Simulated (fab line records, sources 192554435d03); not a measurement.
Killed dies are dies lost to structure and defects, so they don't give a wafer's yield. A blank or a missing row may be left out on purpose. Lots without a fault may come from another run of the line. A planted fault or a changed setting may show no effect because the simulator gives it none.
A struck lot beside a sound one | flow n5_finfet | 15 steps out of a route of 1938
Sound: wafers L164.1, L164.5, L164.6. Struck: wafers L170.1, L170.4. (L170.3 of the same lot was not struck and is left out.) The cause comes at the end.
At each step with rows: each side's tool, then ch and its chambers, then its first start. Under that, the readings that differ: sound wafers | struck wafers | difference of the means | sigmas: that difference in standard deviations of wafers without a fault.
alike: readings whose means differ by less than 2 such deviations, and words and numbers that are the same on both sides. not compared: withheld readings, readings that some wafer has no value for, bounds like >300 that may hide the same value, and numbers for which the record gives no deviation and whose values overlap.
The two part at a step that has a row with sigmas, a row that says differs or no value, or rows on one side only. Numbers that don't overlap but have no deviation are shown without sigmas and don't part them. A reading that every wafer of one side lacks parts them only if that side has two wafers or more.

N5_BEOL_M7_STRIP_80: strips in N2/H2, time 10 s.
  sound on rie_diel-02 ch 1,2; struck on rie_diel-06 ch 1,2
  reading                     | sound       | struck  | difference | sigmas
  drypump_motor_current_A (A) | 6.6 6.1 6.6 | 5.5 5.4 | -1.0       | -2
  alike: oes_product_au, rf_vpp_V, showerhead_plenum_p_Torr, throttle_valve_pct
  not compared: rf_hours_counter_h
N5_BEOL_M7_OCD_MEAS_38:
  sound on ocd-02, day 10 05:27; struck on ocd-01, day 11 07:49
  alike: trench_depth_nm
then, 4 steps without rows for these wafers: N5_BEOL_M7_HM_STRIP_39 (strips TiN in peroxide tin strip, target depth 25 nm, time 158 s); N5_BEOL_M7_SRD_40 (time 30 s); N5_BEOL_M7_PRECLEAN_42 (cleans in residue remover, time 60 s); N5_BEOL_M7_SRD_43 (time 30 s).
N5_BEOL_M7_CD_MEAS_35: target cd 40 nm.
  sound on cd_sem-02, day 10 05:36; struck on cd_sem-03, day 11 07:58
  alike: cd_nm
then, 1 step without rows for these wafers: N5_BEOL_M7_CURE_75 (cures SiCOH lowk, time 120 s).
N5_BEOL_M7_DEGAS_44: time 60 s.
  sound on pvd_sputter-03, day 10 06:17; struck on pvd_sputter-03, day 11 08:30
  alike: heater_power_w
N5_BEOL_M7_PRE_CLEAN_45: time 30 s.
  sound on pvd_sputter-03, day 10 06:20; struck on pvd_sputter-03, day 11 08:32
  alike: heater_power_w
N5_BEOL_M7_ALD_77: deposits TaN, target thk 2 nm, pulse time 2 s, purge time 3 s.
  sound on ald_metal-01 ch 1,2, day 10 06:26; struck on ald_metal-02 ch 1,3, day 11 08:36
  alike: heater_power_w, precursor_vessel_pressure_torr
then, 1 step without rows for these wafers: N5_BEOL_M7_SURFACE_TREAT_79.
N5_BEOL_M7_CVD_78: deposits Co from CCTBA/H2, target thk 2 nm, time 142.3 s.
  sound on cvd_co-02 ch 0,1, day 10 07:02; struck on cvd_co-02 ch 1, day 11 09:04
  reading          | sound             | struck    | difference | sigmas
  run_length_s (s) | 164.6 164.5 164.8 | 86.7 86.4 | -78.1      | -99 or more
N5_BEOL_M7_SPUTTER_48: material Cu, target thk 10 nm, time 1.667 s.
  sound on pvd_sputter-01, day 10 08:54; struck on pvd_sputter-03, day 11 09:14
  alike: throttle_valve_pct
then, 1 step without rows for these wafers: N5_PASSIVATION_PROBE_49.

WHERE THEY PART
First at N5_BEOL_M7_STRIP_80; last, within this record, at N5_BEOL_M7_CVD_78. Later steps at which nothing parts them and some readings are alike: N5_BEOL_M7_SPUTTER_48.

WHY: what the simulator had put in
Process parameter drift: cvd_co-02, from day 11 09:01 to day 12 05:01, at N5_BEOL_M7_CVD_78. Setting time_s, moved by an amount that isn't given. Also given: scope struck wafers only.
